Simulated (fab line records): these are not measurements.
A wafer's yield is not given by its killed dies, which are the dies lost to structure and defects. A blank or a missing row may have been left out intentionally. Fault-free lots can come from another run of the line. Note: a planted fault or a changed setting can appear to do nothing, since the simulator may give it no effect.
Split-lot trial ; flow n5Finfet ; on a route of 1938 steps: 7 lots, 21 wafers read

== ON THE SPLIT ==
At N5_PMOS_HMC_CHANNEL_EPI_EXPOSE_06 (exposes mask PMOS HMC BLK, target cd 240 nm), the setting doseMj was moved away from the recipe's 41 on 7 of the 21 wafers read, by -6.8% to +6.3%. This setting was run at the recipe's value on the other wafers.

== FROM THE SPLIT TO THE READING: what the file shows between them, 2 steps ==
- N5_PMOS_HMC_CHANNEL_EPI_PEB_07: peb time 60 s
- N5_PMOS_HMC_CHANNEL_EPI_DEVELOP_08: develop time 30 s

== THE READING ==
At N5_PMOS_HMC_CHANNEL_EPI_CD_MEAS_09: cdNm in nanometres, against a target cd of 237.4 nm. On this fab line, fault-free wafers typically give 237.4 nm with a standard deviation of 1.1 nm.

wafer;tool, chamber at the split;doseMj as run;against the recipe;cdNm, nm;against lot-mates on the recipe
L075.1;arfiScanner-01, 0;41;recipe;237.7;-
L075.2;arfiScanner-01, 0;41;recipe;235.9;-
L075.3;arfiScanner-01, 0;41;recipe;237.5;-
L079.1;arfiScanner-02, 0;43.58;+6.3%;242.6;+3.8
L079.2;arfiScanner-02, 0;41;recipe;238.8;-
L079.5;arfiScanner-02, 0;43.58;+6.3%;241.3;+2.5
L081.3;arfiScanner-02, 0;43.41;+5.9%;240.0;no lot-mate on the recipe
L081.5;arfiScanner-02, 0;43.41;+5.9%;240.3;no lot-mate on the recipe
L081.6;arfiScanner-02, 0;43.41;+5.9%;240.7;no lot-mate on the recipe
L086.2;arfiScanner-01, 0;41;recipe;238.3;-
L086.4;arfiScanner-01, 0;41;recipe;237.4;-
L086.6;arfiScanner-01, 0;41;recipe;236.4;-
L090.4;arfiScanner-03, 0;41;recipe;237.1;-
L090.5;arfiScanner-03, 0;41;recipe;237.5;-
L090.6;arfiScanner-03, 0;41;recipe;238.0;-
L091.3;arfiScanner-01, 0;41;recipe;237.2;-
L091.4;arfiScanner-01, 0;38.22;-6.8%;232.9;-4.3
L091.6;arfiScanner-01, 0;38.22;-6.8%;232.4;-4.8
L097.1;arfiScanner-01, 0;41;recipe;237.3;-
L097.2;arfiScanner-01, 0;41;recipe;236.4;-
L097.4;arfiScanner-01, 0;41;recipe;236.9;-

FIT RESULTS
A straight line over all 21 wafers: cdNm changes by +0.641 nm for each +1% of doseMj; r = +0.95; the points scatter about the line by 0.78 nm.
The same after taking each lot's own level away (the mean of its wafers on the recipe; 18 wafers): +0.591 nm for each +1%; r = +0.95; scatter 0.64 nm.
On that fit, the largest move of doseMj shifts the reading by 4 nm.
Across the lots, their own levels run from 236.87 to 238.80 nm, a range of 1.8 times the standard deviation given above.
So the lot-to-lot level changes the slope little: the two slopes agree.
Check: for one of the wafers moved furthest among these (-6.8%), held out of the fit, the line's prediction against its lot-mates is -4.06 nm. Against them it came out at -4.3 nm.

== THE WHOLE CHAIN: every reading that the file lists as answering this split, in the file's order ==
step;what it does;reading;change (the file's fit);r (the file's)
N5_PMOS_HMC_CHANNEL_EPI_CD_MEAS_09;target cd 237.4 nm;cdNm;+0.59 nm for each +1% of the setting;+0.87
N5_PMOS_HMC_CHANNEL_EPI_DESCUM_14;chemistry O2, time 7.9 s;PMOS_HMC_CHANNEL_EPI.cdNm (the simulator's own value, which no gauge read);+0.636 nm for each +1% of the setting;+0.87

== FILE'S OWN FIT ==
cdNm changes by +0.59 nm for each +1% of doseMj, r = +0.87.
